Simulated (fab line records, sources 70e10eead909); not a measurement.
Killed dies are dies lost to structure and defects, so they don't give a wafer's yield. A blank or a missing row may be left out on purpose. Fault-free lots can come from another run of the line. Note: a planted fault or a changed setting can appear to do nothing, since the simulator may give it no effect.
Matching of chambers	flow nand_harc	4 sister chambers for NHARC_A_CONTACT_DESCUM_74 on rie_diel-04
The step chemistry O2, time 3 s. 39 wafers are shown with their chamber, then 12 later ones without.

WAFERS PAIRED WITH THEIR CHAMBERS
wafer	chamber	drypump_motor_current_A (A)	showerhead_plenum_p_Torr (Torr)	oes_product_au (a.u.)
L075.2	0	6.8	1.76	1.009
L075.3	3	6.2	1.93	1.009
L075.4	2	5.7	2.00	1.006
L077.1	3	6.2	1.93	0.996
L077.2	0	6.8	1.76	1.010
L077.3	1	5.1	1.89	1.008
L077.4	2	5.7	2.00	0.996
L077.5	2	5.7	2.00	0.989
L077.6	1	5.1	1.89	0.988
L076.1	0	6.8	2.08	0.993
L076.2	3	6.2	1.93	1.003
L076.3	0	6.8	2.08	1.001
L080.1	0	6.8	2.08	1.006
L080.2	1	5.2	1.89	1.006
L080.5	0	6.8	2.08	1.000
L082.1	2	5.7	1.99	0.999
L082.4	0	6.8	2.07	1.015
L082.6	1	5.1	1.89	0.986
L081.1	1	5.1	1.89	0.999
L081.2	2	5.7	1.99	1.010
L081.5	3	6.3	1.93	1.011
L084.1	3	6.3	1.93	1.002
L084.4	0	6.8	2.07	1.002
L084.5	3	6.3	1.93	1.003
L085.2	1	5.1	1.89	0.989
L085.5	2	5.7	1.99	0.995
L085.6	1	5.1	1.89	0.994
L086.2	2	5.7	1.99	0.992
L086.4	0	6.8	2.07	1.004
L086.5	0	6.8	2.07	1.000
L087.2	2	5.7	1.99	0.999
L087.3	1	5.1	1.89	0.994
L087.4	0	6.8	2.07	0.998
L089.1	2	5.7	1.99	0.995
L089.3	0	6.8	2.07	0.995
L089.4	3	6.2	1.92	1.004
L089.2	1	5.1	1.89	0.985
L089.5	0	6.8	2.07	1.002
L089.6	3	6.3	1.92	1.003

SIGNATURES (averages over the wafers above)
reading	chamber 0	chamber 1	chamber 2	chamber 3	scatter within a chamber
drypump_motor_current_A	6.800	5.111	5.700	6.250	0.0287
showerhead_plenum_p_Torr	2.0254	1.8900	1.9933	1.9275	0.0691
oes_product_au	1.00269	0.99433	0.99789	1.00387	0.00658
Rule: distance of a wafer from a chamber = root of the sum over the readings of ((wafer's reading minus chamber's mean) / reading's scatter) squared. If the next closest chamber is less than 2 further off than the closest, the wafer can't be placed; otherwise it belongs to the closest. How the scatter is found: for the shown wafers, subtract from each reading the mean of its chamber, square and add these, divide the total by (wafers less chambers), then take the root.

WAFERS WITHOUT THEIR CHAMBER
wafer	drypump_motor_current_A (A)	showerhead_plenum_p_Torr (Torr)	oes_product_au (a.u.)
L088.3	5.7	1.99	1.020
L088.4	6.2	1.92	1.006
L088.6	6.3	1.92	1.013
L088.1	6.8	2.07	1.002
L088.2	5.1	1.89	1.001
L088.5	5.7	1.99	1.005
L092.2	5.7	1.99	0.999
L092.4	6.2	1.92	1.004
L092.6	5.7	1.99	0.999
L095.1	6.3	1.92	1.011
L095.4	6.8	2.07	1.005
L095.5	5.7	1.99	1.001

THE CHAMBER EACH PASSED THROUGH
wafer	from the rows above	in truth
L088.3	2	2
L088.4	3	3
L088.6	3	3
L088.1	0	0
L088.2	1	1
L088.5	2	2
L092.2	2	2
L092.4	3	3
L092.6	2	2
L095.1	3	3
L095.4	0	0
L095.5	2	2
Correctly placed: 12 of 12. Number that these rows cannot place: 0. 0 placed wrongly.
